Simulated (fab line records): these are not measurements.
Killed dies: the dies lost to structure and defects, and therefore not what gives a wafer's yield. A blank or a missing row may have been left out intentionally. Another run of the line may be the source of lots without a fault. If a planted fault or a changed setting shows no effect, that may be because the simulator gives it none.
Chamber matching | flow n5-finfet | rie-diel-04 running N5_BEOL_M8_STRIP_67: 4 sister chambers
The step strips in CF4. 24 wafers are shown with their chamber, then 12 later ones without.

EACH WAFER AND ITS CHAMBER
wafer  | chamber | showerhead-plenum-p-Torr (Torr) | throttle-valve-pct (%) | oes-product-au (a.u.)
L074.1 | 1       | 1.81                            | 13.1                   | 0.88
L074.3 | 2       | 1.72                            | 14.0                   | 0.71
L074.6 | 2       | 1.72                            | 13.9                   | 0.71
L076.1 | 3       | 1.89                            | 13.0                   | 0.96
L076.4 | 0       | 1.79                            | 14.0                   | 0.73
L076.5 | 3       | 1.90                            | 13.0                   | 0.96
L077.1 | 0       | 1.79                            | 14.0                   | 0.73
L077.4 | 2       | 1.72                            | 14.0                   | 0.70
L077.5 | 2       | 1.72                            | 14.0                   | 0.70
L079.1 | 1       | 1.80                            | 13.2                   | 0.86
L079.4 | 2       | 1.72                            | 14.0                   | 0.70
L079.6 | 0       | 1.79                            | 14.0                   | 0.73
L080.1 | 3       | 1.89                            | 13.0                   | 0.91
L080.4 | 1       | 1.80                            | 13.2                   | 0.85
L080.6 | 1       | 1.80                            | 13.2                   | 0.84
L081.1 | 2       | 1.72                            | 14.0                   | 0.69
L081.2 | 1       | 1.80                            | 13.2                   | 0.84
L081.3 | 0       | 1.78                            | 14.0                   | 0.73
L081.4 | 3       | 1.89                            | 13.1                   | 0.90
L081.5 | 2       | 1.72                            | 14.0                   | 0.69
L081.6 | 3       | 1.89                            | 13.0                   | 0.90
L084.1 | 0       | 1.78                            | 14.1                   | 0.72
L084.4 | 3       | 1.89                            | 13.1                   | 0.89
L084.6 | 3       | 1.89                            | 13.1                   | 0.90

SIGNATURES (averages over the wafers above)
reading                  | chamber 0 | chamber 1 | chamber 2 | chamber 3 | scatter within a chamber
showerhead-plenum-p-Torr | 1.7860    | 1.8020    | 1.7200    | 1.8914    | 0.00378
throttle-valve-pct       | 14.020    | 13.180    | 13.986    | 13.043    | 0.0457
oes-product-au           | 0.7280    | 0.8540    | 0.7000    | 0.9171    | 0.0186
Rule: distance of a wafer from a chamber = root of the sum over the readings of ((wafer's reading minus chamber's mean) / reading's scatter) squared. The wafer belongs to the nearest chamber; if the next one is less than 2 further off, it can't be placed. The scatter: the root of (the sum of the squares of (reading less its chamber's mean) over the shown wafers, divided by (wafers less chambers)).

WAFERS WITH NO CHAMBER GIVEN
wafer  | showerhead-plenum-p-Torr (Torr) | throttle-valve-pct (%) | oes-product-au (a.u.)
L089.2 | 1.80                            | 13.2                   | 0.82
L089.3 | 1.71                            | 14.0                   | 0.68
L089.6 | 1.71                            | 14.0                   | 0.68
L092.1 | 1.88                            | 13.1                   | 0.86
L092.2 | 1.78                            | 14.1                   | 0.70
L092.6 | 1.78                            | 14.1                   | 0.71
L095.2 | 1.79                            | 13.2                   | 0.80
L095.5 | 1.79                            | 13.3                   | 0.80
L095.6 | 1.78                            | 14.1                   | 0.69
L097.2 | 1.77                            | 14.1                   | 0.70
L097.3 | 1.79                            | 13.3                   | 0.80
L097.6 | 1.88                            | 13.1                   | 0.85

THE CHAMBER EACH PASSED THROUGH
wafer  | from the rows above | in truth
L089.2 | 1                   | 1
L089.3 | 2                   | 2
L089.6 | 2                   | 2
L092.1 | 3                   | 3
L092.2 | 0                   | 0
L092.6 | 0                   | 0
L095.2 | 1                   | 1
L095.5 | 1                   | 1
L095.6 | 0                   | 0
L097.2 | 0                   | 0
L097.3 | 1                   | 1
L097.6 | 3                   | 3
12 of 12 placed correctly. Left unplaced by these rows: 0. Placed wrongly: 0.
